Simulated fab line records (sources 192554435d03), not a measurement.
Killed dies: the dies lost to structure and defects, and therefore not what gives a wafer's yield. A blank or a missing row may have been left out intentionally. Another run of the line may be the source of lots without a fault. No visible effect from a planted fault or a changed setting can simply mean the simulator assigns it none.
Split-lot trial | flow n5Finfet | 21 wafers read across 7 lots, on a route 1938 steps long

## THE SPLIT
At N5_BEOL_M1_TRENCH_ETCH_37 (etches SiOC in C4F6/O2, target depth 55.207 nm, time 29 s), the setting biasW was moved away from the recipe's 185 W on 6 of the 21 wafers read, by -13.2% to +7.3%. This setting was run at the recipe's value on the other wafers.

Reading taken at the split's own step.

## THE READING
rfVppV, in V, at N5_BEOL_M1_TRENCH_ETCH_37 (etches SiOC in C4F6/O2, target depth 55.207 nm, time 29 s). A value of 667 V with a standard deviation of 12 V is what fault-free wafers of this fab line usually give.

wafer  | tool, chamber at the split | biasW as run, W | against the recipe | rfVppV, V | against lot-mates on the recipe
L074.3 | rieDiel-03, 2              | 185             | recipe             | 666       | -
L074.5 | rieDiel-03, 3              | 185             | recipe             | 655       | -
L074.6 | rieDiel-03, 0              | 185             | recipe             | 692       | -
L076.1 | rieDiel-03, 0              | 185             | recipe             | 692       | -
L076.3 | rieDiel-03, 3              | 160.6           | -13.2%             | 585       | -107
L076.5 | rieDiel-03, 0              | 185             | recipe             | 692       | -
L080.1 | rieDiel-04, 1              | 185             | recipe             | 677       | -
L080.3 | rieDiel-04, 0              | 174.3           | -5.8%              | 626       | -51
L080.4 | rieDiel-04, 2              | 174.3           | -5.8%              | 623       | -54
L083.1 | rieDiel-04, 0              | 198.5           | +7.3%              | 693       | +38
L083.4 | rieDiel-04, 2              | 185             | recipe             | 655       | -
L083.5 | rieDiel-04, 1              | 198.5           | +7.3%              | 715       | +60
L087.1 | rieDiel-03, 3              | 185             | recipe             | 656       | -
L087.5 | rieDiel-03, 0              | 185             | recipe             | 691       | -
L087.6 | rieDiel-03, 1              | 185             | recipe             | 682       | -
L090.1 | rieDiel-04, 3              | 185             | recipe             | 657       | -
L090.5 | rieDiel-04, 3              | 185             | recipe             | 655       | -
L090.6 | rieDiel-04, 0              | 196.3           | +6.1%              | 686       | +30
L093.2 | rieDiel-02, 3              | 185             | recipe             | 661       | -
L093.4 | rieDiel-02, 2              | 185             | recipe             | 669       | -
L093.6 | rieDiel-02, 3              | 185             | recipe             | 664       | -

THE FIT
A straight line over all 21 wafers: rfVppV changes by +5.8 V for each +1% of biasW; r = +0.87; the points scatter about the line by 15 V.
The same after taking each lot's own level away (the mean of its wafers on the recipe; 21 wafers): +7.56 V for each +1%; r = +0.96; scatter 10 V.
On that fit, the largest move of biasW shifts the reading by 1e+02 V.
From 655.0 to 692.0 V: that is the span of the lots' own levels, equal to 3.1 times the standard deviation above.
Thus the slope moves with the lot-to-lot level: the two fits are different.
Check: with one of the wafers moved furthest among these (-13.2%) left out of the fit, the line predicts -97.6 V for it against its lot-mates. It came out at -107 V against them.
Tool readings at the split's step, against how far the setting was moved: rfVppV r = +0.87.

## FURTHER SPLITS ON THESE WAFERS
Before the reading, these wafers also passed through other splits. Each is held against what the fit with the lots' levels taken away leaves over:
other split on the same wafers            | wafers away from the commonest value | r with rfVppV (lot level and that fit taken away)
N5_GATE_CUT_ETCH_58 biasW                 | 4                                    | -0.33
N5_MOL_CONTACT_COAG_COAT_58 spinRpm       | 8                                    | -0.31
N5_MOL_CONTACT_COAG_ETCH_105 biasW        | 9                                    | +0.34
N5_MOL_CONTACT_COAG_ALD_27 timeS          | 6                                    | +0.00
N5_BEOL_M0_SAQP_PECVD_96 timeS            | 6                                    | +0.27
N5_BEOL_M0_SAQP_SPACER2_ALD_26 targetThkA | 4                                    | +0.14
N5_BEOL_M0_SAQP_COAT_69 spinRpm           | 5                                    | -0.03
N5_BEOL_M1_ETCH_74 biasW                  | 7                                    | +0.06
N5_BEOL_M1_VIA_ETCH_34 timeS              | 9                                    | +0.03

## THE FILE'S OWN FIT
rfVppV changes by +7.58 V for each +1% of biasW, r = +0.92.
